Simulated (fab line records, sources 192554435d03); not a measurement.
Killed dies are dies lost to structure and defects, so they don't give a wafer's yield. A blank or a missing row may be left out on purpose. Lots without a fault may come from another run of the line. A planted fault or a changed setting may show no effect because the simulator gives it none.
fab line records | flow n5_finfet
record lots=4 wafers=12 last_day=16
route steps=1938 shown BEOL_M4@1099 BEOL_M5@1112 BEOL_M8@1392 BEOL_M15@1830 PASSIVATION@1936
lots that met no fault: from a run of the same line without faults
start_h: hours from the record's first day to the start of the lot's first wafer shown | wait_h: hours since the lot's step before | " the same as in the row above | L1.1+2: a row that stands for several wafers | - no value, or no start given | * or withheld: withheld | < > ~ a bound
route shown NAME@n: a module of which the file shows steps, and the number in the route of the first | usual: mean/standard deviation of fault-free wafers | same: alike in all rows | chamber/n: place in a boat | sites: the reading at each site | _std_site: their standard deviation | _edge_site: outer sites' mean less inner sites' | radius_mm: how far each site lies from the wafer's centre | mask NAME#n: copy n | behind: the tool/chamber that last shaped the wafer | hold: why the lot was held/for how many hours/how that ended | device: the transistor (n, p or np) that didn't switch | end of line: the same wafers' tests at the end of the route | a step without rows: its recipe alone | killed: dies lost to structure and defects at the first sort, not the wafer's yield | map: a wafer's dies, x killed, . not, _ none there
set.NAME: the setting as run; set.NAME@STEP: as run at that earlier step | model.NAME: the simulator's own value behind a step, which no gauge read
lots at some steps of the route; a table a step, a row a wafer
services: from which hour (start_h, from the record's first day; less than 0 if before it) a tool's chamber was out of use, for how many hours, and why
## steps
# step N5_BEOL_M4_ANNEAL_95
# recipe temp_c=400 time_s=240 ambient=vacuum
# step N5_BEOL_M4_SPUTTER_96
# recipe material=Cu target_thk_a=45 temp_c=-20 chamber_pressure_pa=0.07 power_w=withheld time_s=8.29
# step N5_BEOL_M4_ECD_50
# recipe material=Cu target_thk_a=3000
# step N5_BEOL_M4_ANNEAL_51
# recipe temp_c=225 time_s=90 ambient=N2
# step N5_BEOL_M4_CMP_52
# recipe stop_on=SiOC t_overpolish_s=6.8 down_force_psi=1 platen_rpm=50 clearing_platen_down_force_psi=1.5 clearing_platen_rpm=50 post_cmp_clean=cu_alkaline target_thk_nm=40 clearing_platen_pad_velocity_m_s=0.99484 pad_velocity_m_s=0.99484
# step N5_BEOL_M4_PRE_CLEAN_60
# recipe gas=NH3/H2 time_s=15 temp_c=* rf_power_w=300
# step N5_BEOL_M4_CO_CAP_55
# recipe material=Co target_thk_a=20 temp_c=200 precursor=CCTBA/H2 pressure_torr=30 time_s=102.1
# step N5_BEOL_M4_PRE_CLEAN_56
# recipe gas=NH3 time_s=15 temp_c=withheld rf_power_w=300
# step N5_BEOL_M4_DEP_57
# recipe material=SiCN target_thk_a=80 temp_c=withheld precursor=3MS/NH3 pressure_torr=3 rf_w=202 time_s=14
# step N5_BEOL_M4_RC_MEAS_101
# usual DIBL_N=36.3/1.6 DIBL_P=36.2/2.1 IOFF_N=0.16/0.031 IOFF_P=0.21/0.034 ION_N=673/11 ION_P=461/7.4 SS_N=71.6/0.55 SS_P=73.3/0.66 VT_N=251/3.2 VT_P=-251/3.5
# columns lot.wafer tool chamber start_h wait_h DIBL_N[mV/V] DIBL_P[mV/V] IOFF_N[nA/um] IOFF_P[nA/um] ION_N[uA/um] ION_P[uA/um] SS_N[mV/dec] SS_P[mV/dec] VT_N[mV] VT_P[mV]
L847.1 prober-02 0 206.20 0.0 38.0 39.6 0.20 0.23 687 461 71.5 73.9 247 -251
L847.2 " 0 " " 36.3 38.3 0.17 0.24 668 460 70.5 74.1 248 -249
L847.3 " 0 " " 37.4 38.0 0.17 0.20 655 450 71.7 73.1 252 -256
L855.2 prober-02 0 253.97 0.2 38.2 35.8 0.18 0.23 675 459 72.0 73.5 252 -250
L855.5 " 0 " " 37.1 35.0 0.15 0.21 674 469 71.2 73.6 250 -252
L855.6 " 0 " " 35.9 32.7 0.13 0.17 658 452 71.4 72.9 255 -255
L853.2 prober-02 0 256.81 0.2 38.6 38.5 0.20 0.26 680 465 71.7 73.7 249 -247
L853.3 " 0 " " 35.4 35.7 0.14 0.21 662 463 71.0 73.4 252 -246
L853.5 " 0 " " 36.4 35.7 0.15 0.20 660 453 71.6 72.9 249 -250
L860.1 prober-01 0 295.50 0.0 34.2 32.4 0.10 0.14 655 453 71.4 71.8 259 -256
L860.5 " 0 " " 38.0 36.4 0.15 0.20 663 455 72.2 73.5 251 -252
L860.6 " 0 " " 34.3 32.8 0.11 0.14 668 458 71.3 72.1 257 -257
# step N5_BEOL_M5_ILD_DEP_00
# recipe material=SiCOH_lowk target_thk_a=1406.4 temp_c=300 precursor=DEMS/porogen pressure_torr=5 rf_w=500 time_s=25.9
# step N5_BEOL_M5_CURE_79
# recipe temp_c=385 time_s=240 ambient=He/Ar material=SiCOH_lowk
# step N5_BEOL_M5_PECVD_70
# recipe material=SiO2 target_thk_a=160 temp_c=400 precursor=TEOS/O2 pressure_torr=5.5 rf_w=450 teos_flow_sccm=53.8 gas=O2 flow_sccm=3000 time_s=18
# step N5_BEOL_M5_HM_DEP_02
# recipe material=TiN target_thk_a=200 temp_c=25 chamber_pressure_pa=0.49996
# step N5_BEOL_M5_COAT_59
# recipe resist=SOC temp_c=250 time_s=60 spin_rpm=1500 resist_thk_nm=60
# step N5_BEOL_M5_COAT_60
# recipe resist=SiARC temp_c=220 time_s=60 spin_rpm=1500 resist_thk_nm=12
# step N5_BEOL_M5_COAT_71
# recipe resist=underlayer temp_c=205 time_s=60 spin_rpm=1500 resist_thk_nm=5
# step N5_BEOL_M5_COAT_05
# recipe resist=CAR-EUV spin_rpm=1500 resist_thk_nm=30
# step N5_BEOL_M5_EBR_07
# recipe solvent=PGMEA ebr_width_mm=1.5
# step N5_BEOL_M5_SOFTBAKE_06
# recipe temp_c=110 time_s=60 resist=CAR-EUV
# step N5_BEOL_M5_EXPOSE_08
# recipe mask_id=M5 na=0.33 source_shape=annular sigma_inner=0.4 sigma_outer=0.8 polarization=unpolarized target_cd_nm=28 dose_mj=35.75
# step N5_BEOL_M5_PEB_09
# recipe peb_temp_c=100 peb_time_s=60 resist=CAR-EUV
# step N5_BEOL_M5_DEVELOP_10
# recipe develop_time_s=30 developer=TMAH resist=CAR-EUV rinse_liquid=surfactant_rinse dry=air_spin dev_temp_c=23
# step N5_BEOL_M5_DESCUM_16
# recipe chemistry=O2 time_s=7 source_power_w=50 bias_power_w=20 pressure_mtorr=20 rf_frequency_hz=2.712e+07 temp_c=40 resist=CAR-EUV o2_flow_sccm=225
# step N5_BEOL_M5_ETCH_72
# recipe chemistry=N2/H2 target=underlayer target_depth_a=65 mask_material=CAR-EUV time_s=5.2 ion_energy_ev=200 pressure_mtorr=30 source_w=840 bias_w=150 n2_flow_sccm=200 h2_flow_sccm=200 ends=cleared
# step N5_BEOL_M5_ETCH_61
# recipe chemistry=CF4 target=SiARC target_depth_a=156 mask_material=CAR-EUV time_s=26 ion_energy_ev=80 pressure_mtorr=40 source_w=545 bias_w=36 Ar_flow_sccm=100 cf4_flow_sccm=100 ends=cleared
# step N5_BEOL_M5_ETCH_62
# recipe chemistry=N2/H2 target=SOC target_depth_a=750 overetch_a=150 mask_material=SiARC temp_c=40 time_s=112.5 ion_energy_ev=200 pressure_mtorr=30 source_w=840 bias_w=150 n2_flow_sccm=200 h2_flow_sccm=200
# step N5_BEOL_M5_STRIP_63
# recipe chemistry=N2/H2 temp_c=40 n2_flow_sccm=200 h2_flow_sccm=200 rf_frequency_hz=6e+07
# step N5_BEOL_M5_STRIP_73
# recipe chemistry=N2/H2 temp_c=40 n2_flow_sccm=200 h2_flow_sccm=200 rf_frequency_hz=6e+07
# step N5_BEOL_M5_STRIP_64
# recipe chemistry=CF4 resist=SiARC power_w=300 bias_power_w=75 pressure_mtorr=50 cf4_flow_sccm=150 rf_frequency_hz=6e+07
# step N5_BEOL_M5_HM_OPEN_17
# recipe chemistry=Cl2/BCl3 target_depth_a=200 overetch_a=60 target=TiN mask_material=SOC ion_energy_ev=150 pressure_mtorr=10 icp_w=1000 bias_w=126 Cl2_flow_sccm=53.25 bcl3_flow_sccm=21.75 Ar_flow_sccm=25
# step N5_BEOL_M5_STRIP_19
# recipe chemistry=O2 power_w=400 temp_c=40 pressure_mtorr=30 rf_frequency_hz=6e+07 bias_power_w=0 overash_fraction=0.2 o2_flow_sccm=225
# step N5_BEOL_M5_COAT_65
# recipe resist=SOC temp_c=250 time_s=60 spin_rpm=1500 resist_thk_nm=60
# step N5_BEOL_M5_COAT_66
# recipe resist=SiARC temp_c=220 time_s=60 spin_rpm=1500 resist_thk_nm=12
# step N5_BEOL_M8_SPUTTER_48
# recipe material=Cu target_thk_a=100 temp_c=-20 bias_v=60 power_w=26000 chamber_pressure_pa=0.13 time_s=1.667
# usual chamber_pressure_pa=0.12998/0.00023 chuck_gas_flow_sccm=1.26/0.052 chuck_sensor_temp_C=-15.8/0.46 throttle_valve_pct=29.5/1.2
# columns lot.wafer tool chamber start_h wait_h chamber_pressure_pa chuck_gas_flow_sccm chuck_sensor_temp_C throttle_valve_pct
L847.1 pvd_sputter-01 - 241.93 0.1 0.13025 1.32 -16.4 28.6
L847.2 " - " " 0.13005 1.26 -15.6 29.4
L847.3 " - " " 0.12997 1.22 -16.3 30.5
L855.2 pvd_sputter-01 - 287.79 0.1 0.13003 1.22 -16.3 28.7
L855.5 " - " " 0.13056 1.24 -16.5 30.6
L855.6 " - " " 0.12927 1.23 -15.7 29.8
L853.2 pvd_sputter-01 - 289.25 0.4 0.12994 1.23 -16.4 30.8
L853.3 " - " " 0.13001 1.24 -15.6 29.6
L853.5 " - " " 0.13008 1.16 -16.5 28.9
L860.1 pvd_sputter-02 - 329.18 0.2 0.12994 1.28 -16.4 30.8
L860.5 " - " " 0.12989 1.31 -15.5 28.4
L860.6 " - " " 0.13019 1.31 -15.6 28.9
# step N5_BEOL_M15_RC_MEAS_101
# usual COMB_M10=1.5e-11/3e-12 COMB_M11=1.5e-11/2.8e-12 COMB_M12=6.2e-12/1.4e-12 COMB_M13=4.7e-12/1.1e-12 COMB_M14=3.2e-12/7.4e-13 COMB_M15=2.4e-12/6.3e-13 COMB_M5=3.6e-11/7.6e-12 COMB_M6=2.5e-11/5e-12 COMB_M7=2.5e-11/5.4e-12 COMB_M8=2.5e-11/5.3e-12 COMB_M9=1.44e-11/2.8e-12 SERP_M10=3.05/0.11 SERP_M11=3.08/0.082 SERP_M12=0.621/0.017 SERP_M13=0.309/0.0048 SERP_M14=0.158/0.0059 SERP_M5=38.4/1.6 SERP_M6=13.8/0.65 SERP_M7=13.6/0.56 SERP_M8=14.0/0.61 SERP_M8_max_site=14.5/0.63 SERP_M9=3.10/0.087
# columns lot.wafer tool chamber start_h wait_h COMB_M10[S/m] COMB_M11[S/m] COMB_M12[S/m] COMB_M13[S/m] COMB_M14[S/m] COMB_M15[S/m] COMB_M5[S/m] COMB_M6[S/m] COMB_M7[S/m] COMB_M8[S/m] COMB_M9[S/m] SERP_M10[ohm/um] SERP_M11[ohm/um] SERP_M12[ohm/um] SERP_M13[ohm/um] SERP_M14[ohm/um] SERP_M5[ohm/um] SERP_M6[ohm/um] SERP_M7[ohm/um] SERP_M8[ohm/um] SERP_M8_max_site[ohm/um] SERP_M9[ohm/um]
L847.1 prober-02 0 287.82 0.0 1.8e-11 1.73e-11 5.3e-12 4.6e-12 3.3e-12 2.2e-12 3.5e-11 2.7e-11 2.7e-11 2.2e-11 1.68e-11 2.84 3.13 0.641 0.304 0.160 37.7 14.8 13.9 13.4 14.2 3.12
L847.2 " 0 " " 1e-11 1.45e-11 6.1e-12 4.6e-12 3.5e-12 2e-12 3.7e-11 2.5e-11 2.5e-11 2e-11 1.69e-11 2.96 3.02 0.622 0.307 0.165 36.5 15.1 13.3 13.5 14.3 3.12
L847.3 " 0 " " 1.8e-11 1.27e-11 7.2e-12 5.4e-12 3.3e-12 2.3e-12 3.6e-11 2.8e-11 4.7e-11 2.9e-11 2.19e-11 3.04 3.13 0.614 0.308 0.158 40.7 15.0 13.7 13.3 14.6 3.12
L855.2 prober-02 0 335.55 0.2 1.6e-11 1.25e-11 6.8e-12 3e-12 4e-12 1.5e-12 3e-11 3e-11 2.4e-11 2.3e-11 1.53e-11 2.90 3.16 0.624 0.313 0.163 38.9 14.1 13.4 14.3 14.6 3.10
L855.5 " 0 " " 1.6e-11 1.13e-11 4.8e-12 2.4e-12 4.7e-12 2e-12 2.3e-11 2.1e-11 2.7e-11 2e-11 1.67e-11 3.10 3.07 0.625 0.310 0.149 38.4 13.3 13.4 14.5 ~33333 3.08
L855.6 " 0 " " 1.7e-11 1.13e-11 4.6e-12 3e-12 3.2e-12 1.5e-12 3.6e-11 2.4e-11 2.3e-11 2.4e-11 1.28e-11 3.06 3.10 0.604 0.317 0.153 37.9 13.5 13.0 ~33333 ~33333 3.11
L853.2 prober-01 0 336.12 0.2 1.4e-11 1.41e-11 6.2e-12 4.6e-12 4.1e-12 3e-12 4.4e-11 2.7e-11 2.6e-11 2.2e-11 7.2e-12 3.18 3.01 0.630 0.308 0.156 38.3 13.8 12.6 13.0 13.9 3.14
L853.3 " 0 " " 1.6e-11 1.56e-11 6.7e-12 5.1e-12 3.1e-12 4e-12 4.9e-11 2.4e-11 2.6e-11 1.9e-11 1.57e-11 3.02 3.03 0.613 0.307 0.154 36.7 14.7 13.4 ~33333 ~33333 3.03
L853.5 " 0 " " 1.3e-11 1.98e-11 5.3e-12 4.8e-12 4.4e-12 3.3e-12 4.3e-11 2.4e-11 2.3e-11 2e-11 1.17e-11 3.13 3.01 0.611 0.306 0.153 35.7 14.5 13.7 ~33333 ~33333 3.08
L860.1 prober-02 0 373.80 0.1 9e-12 1.39e-11 5.4e-12 6.9e-12 4.2e-12 3.2e-12 2.9e-11 2e-11 2.2e-11 3.7e-11 1.5e-11 3.06 2.98 0.658 0.316 0.158 40.3 14.1 13.4 14.8 15.4 3.09
L860.5 " 0 " " 1.3e-11 1.58e-11 5.8e-12 6.5e-12 3.4e-12 1.9e-12 3.3e-11 2.3e-11 2.3e-11 2.7e-11 1.46e-11 3.13 2.98 0.621 0.311 0.156 36.0 13.9 13.8 14.5 15.0 3.12
L860.6 " 0 " " 1.3e-11 9.5e-12 5.2e-12 5.6e-12 3.5e-12 2.3e-12 3e-11 2.6e-11 2e-11 2.4e-11 1.35e-11 2.94 3.07 0.627 0.308 0.158 39.5 14.7 13.9 14.1 14.8 3.08
# sites SERP_M8 radius_mm=0,75,75,75,75,140,140,140,140
L847.1 13.5 13.4 13.4 13.2 13.2 13.7 14.2 13.8 13.3
L855.2 14.6 14.3 14.4 14.5 14.5 13.8 14.2 14.0 13.9
L853.2 12.9 12.6 12.8 13.0 13.0 13.2 13.9 13.9 13.7
L860.1 14.1 15.0 14.7 14.8 14.9 15.4 14.8 14.2 15.0
# step N5_PASSIVATION_PROBE_49
# usual defect_limited_yield=91.5/1.5 killed_at_M0_to_M3=32/9.4 killed_at_M4_up=12/5.1 killed_at_contacts=11/7.4 killed_at_front_end=41/11 killed_at_other=3.4/2.5 killed_dies=100/17 killed_on_rim=13/4.4 killed_open=65/14 killed_short=33/7 sort_bin_5_function=4.9/0.96 sort_bin_6_memory=3.1/0.7 sort_n_pass=1080/17 sort_yield_pct=91.5/1.5
# same gross_dies=1180 killed_at_back_side=0 sort_bin_4_leakage[%]=0 sort_bin_8_speed[%]=0
# columns lot.wafer tool chamber start_h wait_h defect_limited_yield[%] killed_at_M0_to_M3 killed_at_M4_up killed_at_contacts killed_at_front_end killed_at_other killed_dies killed_on_rim killed_open killed_short sort_bin_5_function[%] sort_bin_6_memory[%] sort_n_pass sort_yield_pct[%]
L847.2 prober-02 - 300.74 0.1 93.0 18 12 22 28 3 83 13 49 34 4.0 2.6 1097 93.0
L847.3 prober-02 - 300.79 0.1 92.8 27 9 11 36 2 85 9 54 28 4.2 2.8 1095 92.8
L853.3 prober-02 - 349.92 0.1 70.7 39 261 7 38 1 346 55 49 41 19.4 9.7 834 70.7
L853.5 prober-02 - 350.02 0.2 73.0 31 250 16 20 2 319 50 52 24 17.6 9.4 861 73.0
L855.5 prober-02 - 351.19 0.2 71.4 32 264 2 37 2 337 59 49 33 17.8 9.7 843 71.4
L855.6 prober-02 - 351.24 0.3 71.1 27 274 9 19 12 341 53 54 37 18.7 9.7 839 71.1
# killed by level:class
L847.2 MOL_CONTACT_COAG:geometric_particle:open=18 GATE_CUT:geometric_particle:short=9 BEOL_M0_SAQP:geometric_particle:short=6 MOL_CONTACT_COAG:geometric_particle:short=4 BEOL_M7:geometric_particle:open=4 STARTING-WAFER:geometric_particle:short=4 STI_FIN_REVEAL:geometric_particle:open=3 STARTING-WAFER:geometric_particle:open=3
L847.3 MOL_CONTACT_COAG:geometric_particle:open=11 BEOL_M0_SAQP:geometric_particle:open=8 FIN_SAQP:geometric_particle:open=6 STARTING-WAFER:geometric_particle:short=6 BEOL_M0_SAQP:geometric_particle:short=5 BEOL_M1:geometric_particle:open=4 BEOL_M3:geometric_particle:open=4 DUMMY_GATE:geometric_particle:short=3
L853.3 BEOL_M8:interface_void_opened=255 FIN_SAQP:geometric_particle:short=11 DUMMY_GATE:geometric_particle:open=9 BEOL_M1:geometric_particle:open=8 FIN_SAQP:geometric_particle:open=6 BEOL_M2:geometric_particle:open=6 STARTING-WAFER:geometric_particle:short=6 MOL_CONTACT_COAG:geometric_particle:open=5
L853.5 BEOL_M8:interface_void_opened=243 MOL_CONTACT_COAG:geometric_particle:open=15 BEOL_M1:geometric_particle:open=12 BEOL_M1:geometric_particle:short=6 DUMMY_GATE:geometric_particle:open=5 FIN_SAQP:geometric_particle:open=4 FIN_SAQP:geometric_particle:short=3 BEOL_M2:geometric_particle:open=3
L855.5 BEOL_M8:interface_void_opened=247 FIN_SAQP:geometric_particle:short=8 FIN_SAQP:geometric_particle:open=7 BEOL_M0_SAQP:geometric_particle:short=7 BEOL_M3:geometric_particle:open=7 HKMG_FIN:area_etch=7 ILD0:geometric_particle:short=5 BEOL_M0_SAQP:geometric_particle:open=5
L855.6 BEOL_M8:interface_void_opened=249 BEOL_M4:geometric_particle:open=11 MOL_CONTACT_COAG:geometric_particle:open=7 BEOL_M0_SAQP:geometric_particle:open=6 BEOL_M1:geometric_particle:open=5 FIN_SAQP:geometric_particle:short=4 MIM_TOP:geometric_particle:short=4 BEOL_M0_SAQP:geometric_particle:short=4
# map L853.3 (x killed, . not)
_________________xxx..xxx....________________
______________x.x.......x.x.x..x_____________
___________....x...x.......x..xx...__________
__________xx.x..xx........xxx......._________
________x.xx.........x...x.xxx....x..._______
_______xxx....x..xxx.xxx..x.xxx.x.xx.x.______
______.x.............xx....xxxx....x..x._____
_____....x..x...x..x.....xxxx..x.x.....xx____
____x..x....xx...x.....xx........x........___
___x.xxx..x..xx....x.x..x....x......x..x..x__
___.x..x.x...x...x..xx...x.......xx..x.....__
__x.x..xx.........x.x.........x.x...xxx...x._
__.xx........x.x.........x...x.........x...._
_....x.......xx.....x..x.....x...x....xx.x...
_..x....x..x.x.x...x...........x......x......
_xx......x.x..x.x.....x..xx........x.x.x....x
_.xx....x..xx...xx.x..x.x.xxx....xx...x.x....
_..x.............x.xx.x.x..........xx..xx....
_xxxx..........x....x..x.xx....xx......x....x
_x.x.x....x..x......x.x........x...x.x.......
_x.xx..x............x.x.x..x...x.......x.x.x.
__x....x...x......xxx..xxx..x.....x....x.xxx_
__....x..x....xx........x..x..x..x...xxx...._
___.x.x.x...xx....x...x...xx..xx....xx.....__
___x.x.......xx..x....x...........x..xx....__
____...x.x.......xxx.x...x...xxx..x.x.....___
_____xx.x..x.x.......x....x...........x..____
______..x...xx..x......xxx.....x.xx....x_____
_______..x.........x.x...x.xx....x..x.x______
________..x..x.x..x..xx.xxx.x....x.xxx_______
__________..xx...xx.........xxx....._________
___________...x.xxx.....xx.....x..x__________
______________x..xx.xx.x........_____________
_________________...x.xxxx...________________
# map L855.6 (x killed, . not)
_________________..x.x.....x.________________
______________..xx.....xx.x...x._____________
___________x..xx....x......x.x..xx.__________
__________..xxx...x.xxx...x.......xx_________
________.....x.x..xx.x.x...xx.x..xxx.x_______
_______..x.x.x....x.x.....x.........x.x______
______....xx.......xx.x.xxx....xxx..x..._____
_____..xx...x.....x...x.x.xx..x..x.x...x.____
____x........x.x....x.....x...x........x..___
___.xx.......x.xx....x..xx......x.x...x.x.x__
___x......x...x..................x...x.....__
__.x........xx...xx..x.......x...x.........x_
__..x..x.x...x....x.........x.....x....x.x.._
_xx.x....xxxxx.....x........xx....x.x........
_.x...x.x.....x....xx......x.x.xx....xx..xx..
_x........x...........xxx...xx..xx....xx.xxxx
_xx.x..x.x.......x...xx...........x.x.xx.x...
_.x...x...xx.x......x.xxxx.......xxx..x.....x
_.x.xx...xx.x..x..x..x....x.x........x.xxxxx.
_.xx......xx.............x......xx...xx.x.x..
_..x....x......x....x..............x......xx.
__....xx.x.xx.....x.x...x....x...x.x......xx_
__.....x.x...x...xx.x..x..x.........x.xx..x._
___.xx..x......x...x...xx...............xx.__
___...x..x..........x....x..xxx.........xx.__
____.......x......x..x.x...x...........xxx___
_____x..x....x..........x..xxx...xxx...xx____
______x.x.x......x...xx...x.....xx..xx.x_____
_______.x...xxx.x.xx......xx.xx..x..xx.______
________.x..x....x.....xx......x......_______
__________........x....x.x.x.x....x._________
___________x....xx.x.xx..xxx....x.x__________
______________..x.....xx.....xx._____________
_________________...x.xx....x________________
## services
# columns tool chamber start_h hours kind
pvd_sputter-02 - 284.61 5.1 repair
## key
first_sign step=N5_BEOL_M15_RC_MEAS_101 reading=SERP_M8 direction=up sigmas=99+ usual=14.0 struck=~25004 wafers_moved=3
effect step=N5_BEOL_M15_RC_MEAS_101 reading=SERP_M8_max_site direction=up sigmas=99+ usual=14.5 struck=~33333
effect step=N5_PASSIVATION_PROBE_49 reading=killed_at_M4_up direction=up sigmas=49 usual=12 struck=262
more_kills_born_at N5_BEOL_M8_SPUTTER_48@pvd_sputter-01=994
met_at N5_BEOL_M8_SPUTTER_48
struck_wafers L853.3,L853.5,L855.5,L855.6
onset_between 241.93 287.79
fault kind=process_parameter_drift tool=pvd_sputter-01 chamber=- onset_h=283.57 steps=N5_BEOL_M8_SPUTTER_48 channel=time_s offset=* shape=step end_h=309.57 scope=struck_wafers_only acts_in=* stated=*
